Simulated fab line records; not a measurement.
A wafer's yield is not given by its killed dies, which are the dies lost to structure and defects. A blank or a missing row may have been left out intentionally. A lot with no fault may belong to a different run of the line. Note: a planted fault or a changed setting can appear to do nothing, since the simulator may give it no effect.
Chamber matching || flow n5Finfet || rieDiel-06 running N5_DUMMY_REMOVAL_HM_STRIP_01: 4 sister chambers
The step strips SiNx in CH3F/O2, stops on poly-Si, target depth 4 nm, time 6.8 s. 14 wafers are shown with their chamber, then 7 later ones without.

== WAFERS, EACH WITH ITS CHAMBER ==
{"wafer": "L074.2", "chamber": 2, "drypumpMotorCurrentA (A)": 4.7, "showerheadPlenumPTorr (Torr)": 1.99, "throttleValvePct (%)": 16.65}
{"wafer": "L074.3", "chamber": 3, "drypumpMotorCurrentA (A)": 4.7, "showerheadPlenumPTorr (Torr)": 2.01, "throttleValvePct (%)": 16.21}
{"wafer": "L074.4", "chamber": 2, "drypumpMotorCurrentA (A)": 4.7, "showerheadPlenumPTorr (Torr)": 1.99, "throttleValvePct (%)": 16.64}
{"wafer": "L090.1", "chamber": 1, "drypumpMotorCurrentA (A)": 5.4, "showerheadPlenumPTorr (Torr)": 2.12, "throttleValvePct (%)": 16.25}
{"wafer": "L090.3", "chamber": 2, "drypumpMotorCurrentA (A)": 4.7, "showerheadPlenumPTorr (Torr)": 1.98, "throttleValvePct (%)": 16.69}
{"wafer": "L090.5", "chamber": 1, "drypumpMotorCurrentA (A)": 5.4, "showerheadPlenumPTorr (Torr)": 2.12, "throttleValvePct (%)": 16.25}
{"wafer": "L091.2", "chamber": 3, "drypumpMotorCurrentA (A)": 4.7, "showerheadPlenumPTorr (Torr)": 2.00, "throttleValvePct (%)": 16.29}
{"wafer": "L091.5", "chamber": 3, "drypumpMotorCurrentA (A)": 4.7, "showerheadPlenumPTorr (Torr)": 2.00, "throttleValvePct (%)": 16.27}
{"wafer": "L091.6", "chamber": 2, "drypumpMotorCurrentA (A)": 4.8, "showerheadPlenumPTorr (Torr)": 1.98, "throttleValvePct (%)": 16.69}
{"wafer": "L094.3", "chamber": 2, "drypumpMotorCurrentA (A)": 4.7, "showerheadPlenumPTorr (Torr)": 1.98, "throttleValvePct (%)": 16.70}
{"wafer": "L094.4", "chamber": 0, "drypumpMotorCurrentA (A)": 6.2, "showerheadPlenumPTorr (Torr)": 1.89, "throttleValvePct (%)": 16.78}
{"wafer": "L094.6", "chamber": 2, "drypumpMotorCurrentA (A)": 4.7, "showerheadPlenumPTorr (Torr)": 1.98, "throttleValvePct (%)": 16.70}
{"wafer": "L095.2", "chamber": 0, "drypumpMotorCurrentA (A)": 6.2, "showerheadPlenumPTorr (Torr)": 1.89, "throttleValvePct (%)": 16.78}
{"wafer": "L095.5", "chamber": 1, "drypumpMotorCurrentA (A)": 5.4, "showerheadPlenumPTorr (Torr)": 2.11, "throttleValvePct (%)": 16.28}

SIGNATURES (averages over the wafers above)
{"reading": "drypumpMotorCurrentA", "chamber 0": 6.200, "chamber 1": 5.400, "chamber 2": 4.717, "chamber 3": 4.700, "scatter within a chamber": 0.0289}
{"reading": "showerheadPlenumPTorr", "chamber 0": 1.8900, "chamber 1": 2.1167, "chamber 2": 1.9833, "chamber 3": 2.0033, "scatter within a chamber": 0.00516}
{"reading": "throttleValvePct", "chamber 0": 16.7800, "chamber 1": 16.2600, "chamber 2": 16.6783, "chamber 3": 16.2567, "scatter within a chamber": 0.0275}
Rule: for a wafer and a chamber, the distance is found by dividing, reading by reading, the gap between the wafer's reading and the chamber's mean by the reading's scatter, squaring, summing and taking the root. The wafer belongs to the nearest chamber; if the next one is less than 2 further off, it can't be placed. The scatter: the root of (the sum of the squares of (reading less its chamber's mean) over the shown wafers, divided by (wafers less chambers)).

== WAFERS WITH NO CHAMBER GIVEN ==
{"wafer": "L095.6", "drypumpMotorCurrentA (A)": 4.7, "showerheadPlenumPTorr (Torr)": 1.98, "throttleValvePct (%)": 16.70}
{"wafer": "L096.4", "drypumpMotorCurrentA (A)": 6.2, "showerheadPlenumPTorr (Torr)": 1.89, "throttleValvePct (%)": 16.77}
{"wafer": "L096.5", "drypumpMotorCurrentA (A)": 5.4, "showerheadPlenumPTorr (Torr)": 2.11, "throttleValvePct (%)": 16.24}
{"wafer": "L096.6", "drypumpMotorCurrentA (A)": 6.3, "showerheadPlenumPTorr (Torr)": 1.89, "throttleValvePct (%)": 16.78}
{"wafer": "L097.2", "drypumpMotorCurrentA (A)": 4.8, "showerheadPlenumPTorr (Torr)": 1.99, "throttleValvePct (%)": 16.28}
{"wafer": "L097.4", "drypumpMotorCurrentA (A)": 5.4, "showerheadPlenumPTorr (Torr)": 2.11, "throttleValvePct (%)": 16.27}
{"wafer": "L097.6", "drypumpMotorCurrentA (A)": 4.7, "showerheadPlenumPTorr (Torr)": 1.99, "throttleValvePct (%)": 16.29}

== EACH ONE'S CHAMBER ==
{"wafer": "L095.6", "from the rows above": 2, "in truth": 2}
{"wafer": "L096.4", "from the rows above": 0, "in truth": 0}
{"wafer": "L096.5", "from the rows above": 1, "in truth": 1}
{"wafer": "L096.6", "from the rows above": 0, "in truth": 0}
{"wafer": "L097.2", "from the rows above": 3, "in truth": 3}
{"wafer": "L097.4", "from the rows above": 1, "in truth": 1}
{"wafer": "L097.6", "from the rows above": 3, "in truth": 3}
7 of 7 placed correctly. Can't be placed from these rows: 0. Wrongly placed: 0.
